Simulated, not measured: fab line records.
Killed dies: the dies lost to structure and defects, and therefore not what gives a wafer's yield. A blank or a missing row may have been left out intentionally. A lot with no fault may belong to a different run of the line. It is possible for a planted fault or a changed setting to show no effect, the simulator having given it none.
Which of the tools did it? :: flow nand harc :: 42 wafers from 14 lots sampled at 5 of the route's 1302 steps

## WHAT THE GAUGES SHOWED, per wafer
NHARC_A_M1_INSPECT_11. Usual: raw defect count reads 95 (standard deviation 41).
lot: L146
measured: day 23 17:49
on: defect inspect-01
raw defect count: 17 21 16
flag: 

lot: L149
measured: day 23 19:22
on: defect inspect-02
raw defect count: 140 122 130
flag: 

lot: L148
measured: day 24 00:43
on: defect inspect-02
raw defect count: 152 160 141
flag: 

lot: L150
measured: day 24 21:33
on: defect inspect-01
raw defect count: 108 108 113
flag: 

lot: L151
measured: day 24 23:19
on: defect inspect-01
raw defect count: 65 62 60
flag: 

lot: L152
measured: day 25 08:22
on: defect inspect-02
raw defect count: 117 129 120
flag: 

lot: L153
measured: day 26 03:45
on: defect inspect-02
raw defect count: 37 47 28
flag: 

lot: L154
measured: day 26 09:49
on: defect inspect-02
raw defect count: 188 172 164
flag: 

lot: L155
measured: day 26 14:36
on: defect inspect-02
raw defect count: 91 91 70
flag: 

lot: L156
measured: day 26 17:47
on: defect inspect-02
raw defect count: 84 76 67
flag: 

lot: L164
measured: day 30 12:05
on: defect inspect-01
raw defect count: 30 31 38
flag: 

lot: L163
measured: day 30 14:55
on: defect inspect-01
raw defect count: 140 135 172
flag: 

lot: L166
measured: day 30 18:41
on: defect inspect-01
raw defect count: 122 119 113
flag: 

lot: L168
measured: day 32 03:53
on: defect inspect-01
raw defect count: 71 88 71
flag: 

NHARC_A_M1_INSPECT_27. Usual: raw defect count reads 560 (standard deviation 110).
lot: L146
measured: day 23 20:30
on: defect inspect-01
raw defect count: 603 403 479
flag: 

lot: L149
measured: day 23 22:01
on: defect inspect-02
raw defect count: 550 690 453
flag: 

lot: L148
measured: day 24 03:21
on: defect inspect-02
raw defect count: 599 653 606
flag: 

lot: L150
measured: day 25 00:17
on: defect inspect-02
raw defect count: 493 497 514
flag: 

lot: L151
measured: day 25 01:58
on: defect inspect-02
raw defect count: 717 483 490
flag: 

lot: L152
measured: day 25 11:00
on: defect inspect-02
raw defect count: 583 606 580
flag: 

lot: L153
measured: day 26 06:24
on: defect inspect-02
raw defect count: 469 341 397
flag: 

lot: L154
measured: day 26 12:29
on: defect inspect-02
raw defect count: 576 555 506
flag: 

lot: L155
measured: day 26 17:21
on: defect inspect-02
raw defect count: 489 567 549
flag: 

lot: L156
measured: day 26 20:25
on: defect inspect-02
raw defect count: 642 495 667
flag: 

lot: L164
measured: day 30 14:53
on: defect inspect-02
raw defect count: 563 696 462
flag: 

lot: L163
measured: day 30 17:35
on: defect inspect-01
raw defect count: 538 602 485
flag: 

lot: L166
measured: day 30 21:20
on: defect inspect-01
raw defect count: 530 492 554
flag: 

lot: L168
measured: day 32 06:34
on: defect inspect-01
raw defect count: 474 637 425
flag: 

## EACH LOT AND THE TOOL THAT RAN IT (in order: tool; ch and the chambers of the sampled wafers; start)
lot: L146
NHARC_A_M1_ETCH_35: rie diel-02 ch 1,2,3, day 23 17:58
NHARC_A_M1_ECD_22: ecd cu-02 ch 1, day 23 19:18
NHARC_A_M1_CMP_23: cmp-03 ch 1,3, day 23 20:04

lot: L149
NHARC_A_M1_ETCH_35: rie diel-11 ch 1,2, day 23 19:31
NHARC_A_M1_ECD_22: ecd cu-01 ch 0,1, day 23 20:50
NHARC_A_M1_CMP_23: cmp-04 ch 0,1,3, day 23 21:36

lot: L148
NHARC_A_M1_ETCH_35: rie diel-02 ch 0,1,3, day 24 00:53
NHARC_A_M1_ECD_22: ecd cu-01 ch 0,1, day 24 02:13
NHARC_A_M1_CMP_23: cmp-02 ch 2,3, day 24 02:53

lot: L150
NHARC_A_M1_ETCH_35: rie diel-04 ch 0,1, day 24 21:44
NHARC_A_M1_ECD_22: ecd cu-01 ch 0,1, day 24 23:09
NHARC_A_M1_CMP_23: cmp-04 ch 0,1,3, day 24 23:53

lot: L151
NHARC_A_M1_ETCH_35: rie diel-04 ch 0,1, day 24 23:28
NHARC_A_M1_ECD_22: ecd cu-02 ch 0,1, day 25 00:55
NHARC_A_M1_CMP_23: cmp-03 ch 0,1,2, day 25 01:32

lot: L152
NHARC_A_M1_ETCH_35: rie diel-02 ch 0,1,2, day 25 08:31
NHARC_A_M1_ECD_22: ecd cu-01 ch 0,1, day 25 09:49
NHARC_A_M1_CMP_23: cmp-03 ch 1,2,3, day 25 10:32

lot: L153
NHARC_A_M1_ETCH_35: rie diel-04 ch 1,2,3, day 26 03:53
NHARC_A_M1_ECD_22: ecd cu-02 ch 0,1, day 26 05:15
NHARC_A_M1_CMP_23: cmp-04 ch 1,3, day 26 05:58

lot: L154
NHARC_A_M1_ETCH_35: rie diel-04 ch 0,2, day 26 09:58
NHARC_A_M1_ECD_22: ecd cu-02 ch 1, day 26 11:17
NHARC_A_M1_CMP_23: cmp-04 ch 1,2,3, day 26 12:01

lot: L155
NHARC_A_M1_ETCH_35: rie diel-02 ch 0,2, day 26 14:47
NHARC_A_M1_ECD_22: ecd cu-02 ch 0,1, day 26 16:10
NHARC_A_M1_CMP_23: cmp-04 ch 0,2, day 26 16:55

lot: L156
NHARC_A_M1_ETCH_35: rie diel-04 ch 0,1, day 26 17:55
NHARC_A_M1_ECD_22: ecd cu-02 ch 0,1, day 26 19:22
NHARC_A_M1_CMP_23: cmp-04 ch 2,3, day 26 19:56

lot: L164
NHARC_A_M1_ETCH_35: rie diel-11 ch 0,1,2, day 30 12:15
NHARC_A_M1_ECD_22: ecd cu-02 ch 0,1, day 30 13:44
NHARC_A_M1_CMP_23: cmp-03 ch 1,3, day 30 14:25

lot: L163
NHARC_A_M1_ETCH_35: rie diel-02 ch 1,2, day 30 15:06
NHARC_A_M1_ECD_22: ecd cu-02 ch 0,1, day 30 16:24
NHARC_A_M1_CMP_23: cmp-03 ch 1,3, day 30 17:09

lot: L166
NHARC_A_M1_ETCH_35: rie diel-11 ch 0,1,2, day 30 18:50
NHARC_A_M1_ECD_22: ecd cu-01 ch 0,1, day 30 20:08
NHARC_A_M1_CMP_23: cmp-02 ch 1,3, day 30 20:52

lot: L168
NHARC_A_M1_ETCH_35: rie diel-04 ch 0,2,3, day 32 04:02
NHARC_A_M1_ECD_22: ecd cu-01 ch 0,1, day 32 05:22
NHARC_A_M1_CMP_23: cmp-03 ch 0,1,2, day 32 06:07
- NHARC_A_M1_ETCH_35: etches the open film in N2/H2, target depth 40 nm, overetch 12 nm, time 43.94 s.
- NHARC_A_M1_ECD_22: material Cu, target thk 400 nm.
- NHARC_A_M1_CMP_23: polishes, t overpolish 20 s, target thk 154.34 nm.

## AS READ BY THE TOOLS THEMSELVES (means over the sampled wafers that have a number; for cases with no such wafer, the mark the record gives instead)
NHARC_A_M1_ETCH_35. Usual: chamber pressure mTorr 29.999 mTorr, standard deviation 0.025; drypump motor current A 5.9 A, standard deviation 0.44; oes product au 1.001 a.u., standard deviation 0.007; rf vpp V 430.9 V, standard deviation 2.7; showerhead plenum p Torr 2.05 Torr, standard deviation 0.096; throttle valve pct 14.172 %, standard deviation 0.0089.
lot: L146
tool: rie diel-02
chamber pressure mTorr (mTorr): 29.967
drypump motor current A (A): 5.8
oes product au (a.u.): 1.006
rf vpp V (V): 431.3
showerhead plenum p Torr (Torr): 2.10
throttle valve pct (%): 14.166
flag: 

lot: L149
tool: rie diel-11
chamber pressure mTorr (mTorr): 30.013
drypump motor current A (A): 6.1
oes product au (a.u.): 0.995
rf vpp V (V): 428.9
showerhead plenum p Torr (Torr): 1.99
throttle valve pct (%): 14.173
flag: 

lot: L148
tool: rie diel-02
chamber pressure mTorr (mTorr): 29.967
drypump motor current A (A): 6.2
oes product au (a.u.): 1.012
rf vpp V (V): 432.2
showerhead plenum p Torr (Torr): 2.08
throttle valve pct (%): 14.173
flag: 

lot: L150
tool: rie diel-04
chamber pressure mTorr (mTorr): 30.006
drypump motor current A (A): 5.9
oes product au (a.u.): 0.998
rf vpp V (V): 432.8
showerhead plenum p Torr (Torr): 2.11
throttle valve pct (%): 14.179
flag: 

lot: L151
tool: rie diel-04
chamber pressure mTorr (mTorr): 29.985
drypump motor current A (A): 5.9
oes product au (a.u.): 1.002
rf vpp V (V): 432.1
showerhead plenum p Torr (Torr): 2.11
throttle valve pct (%): 14.180
flag: 

lot: L152
tool: rie diel-02
chamber pressure mTorr (mTorr): 30.000
drypump motor current A (A): 6.0
oes product au (a.u.): 1.006
rf vpp V (V): 430.3
showerhead plenum p Torr (Torr): 2.05
throttle valve pct (%): 14.172
flag: 

lot: L153
tool: rie diel-04
chamber pressure mTorr (mTorr): 29.984
drypump motor current A (A): 5.7
oes product au (a.u.): 1.006
rf vpp V (V): 430.4
showerhead plenum p Torr (Torr): 2.03
throttle valve pct (%): 14.163
flag: 

lot: L154
tool: rie diel-04
chamber pressure mTorr (mTorr): 29.970
drypump motor current A (A): 6.4
oes product au (a.u.): 1.000
rf vpp V (V): 427.6
showerhead plenum p Torr (Torr): 1.95
throttle valve pct (%): 14.167
flag: 

lot: L155
tool: rie diel-02
chamber pressure mTorr (mTorr): 30.006
drypump motor current A (A): 5.8
oes product au (a.u.): 1.008
rf vpp V (V): 430.3
showerhead plenum p Torr (Torr): 2.03
throttle valve pct (%): 14.163
flag: 

lot: L156
tool: rie diel-04
chamber pressure mTorr (mTorr): 30.008
drypump motor current A (A): 6.2
oes product au (a.u.): 1.001
rf vpp V (V): 431.1
showerhead plenum p Torr (Torr): 2.04
throttle valve pct (%): 14.173
flag: 

lot: L164
tool: rie diel-11
chamber pressure mTorr (mTorr): 30.016
drypump motor current A (A): 5.9
oes product au (a.u.): 1.000
rf vpp V (V): 431.2
showerhead plenum p Torr (Torr): 2.05
throttle valve pct (%): 14.175
flag: 

lot: L163
tool: rie diel-02
chamber pressure mTorr (mTorr): 30.006
drypump motor current A (A): 5.7
oes product au (a.u.): 1.011
rf vpp V (V): 431.1
showerhead plenum p Torr (Torr): 2.06
throttle valve pct (%): 14.178
flag: 

lot: L166
tool: rie diel-11
chamber pressure mTorr (mTorr): 30.009
drypump motor current A (A): 5.9
oes product au (a.u.): 1.007
rf vpp V (V): 430.5
showerhead plenum p Torr (Torr): 2.05
throttle valve pct (%): 14.182
flag: 

lot: L168
tool: rie diel-04
chamber pressure mTorr (mTorr): 29.992
drypump motor current A (A): 6.1
oes product au (a.u.): 0.993
rf vpp V (V): 427.8
showerhead plenum p Torr (Torr): 1.97
throttle valve pct (%): 14.174
flag: 

NHARC_A_M1_CMP_23. Usual: motor current A 11.7 A, standard deviation 1; time to endpoint s 28.2 s, standard deviation 2.2.
lot: L146
tool: cmp-03
motor current A (A): 13.3
time to endpoint s (s): 26.2
flag: 

lot: L149
tool: cmp-04
motor current A (A): 11.2
time to endpoint s (s): 27.3
flag: 

lot: L148
tool: cmp-02
motor current A (A): 12.5
time to endpoint s (s): 27.2
flag: 

lot: L150
tool: cmp-04
motor current A (A): 11.0
time to endpoint s (s): 29.1
flag: 

lot: L151
tool: cmp-03
motor current A (A): 12.4
time to endpoint s (s): 26.3
flag: 

lot: L152
tool: cmp-03
motor current A (A): 13.0
time to endpoint s (s): 30.3
flag: 

lot: L153
tool: cmp-04
motor current A (A): 12.0
time to endpoint s (s): 29.7
flag: 

lot: L154
tool: cmp-04
motor current A (A): 11.3
time to endpoint s (s): 29.3
flag: 

lot: L155
tool: cmp-04
motor current A (A): 10.2
time to endpoint s (s): 28.0
flag: 

lot: L156
tool: cmp-04
motor current A (A): 11.1
time to endpoint s (s): 26.3
flag: 

lot: L164
tool: cmp-03
motor current A (A): 13.0
time to endpoint s (s): 24.9
flag: 

lot: L163
tool: cmp-03
motor current A (A): 13.3
time to endpoint s (s): 23.2
flag: 

lot: L166
tool: cmp-02
motor current A (A): 12.1
time to endpoint s (s): 27.4
flag: 

lot: L168
tool: cmp-03
motor current A (A): 12.2
time to endpoint s (s): 29.7
flag: 

## THE ANSWER, worked out from the rows above alone
Rule: a lot counts as off when the mean over its wafers that have a number is more than 3 standard deviations away from the usual mean. Also off: a lot with no number at a reading for which 4 or more lots have one. All remaining lots with rows at the step are treated as sound. The gauges are gone through in route order, then the tools' own readings, and for those a lot's mean is taken as printed above. At the first step where some lot is off, the reading lying furthest off is the one used; lots without a number count as furthest.
Across all readings shown, no lot is off: no conclusion can be drawn from this.

## WHAT WAS PUT IN BY THE SIMULATOR
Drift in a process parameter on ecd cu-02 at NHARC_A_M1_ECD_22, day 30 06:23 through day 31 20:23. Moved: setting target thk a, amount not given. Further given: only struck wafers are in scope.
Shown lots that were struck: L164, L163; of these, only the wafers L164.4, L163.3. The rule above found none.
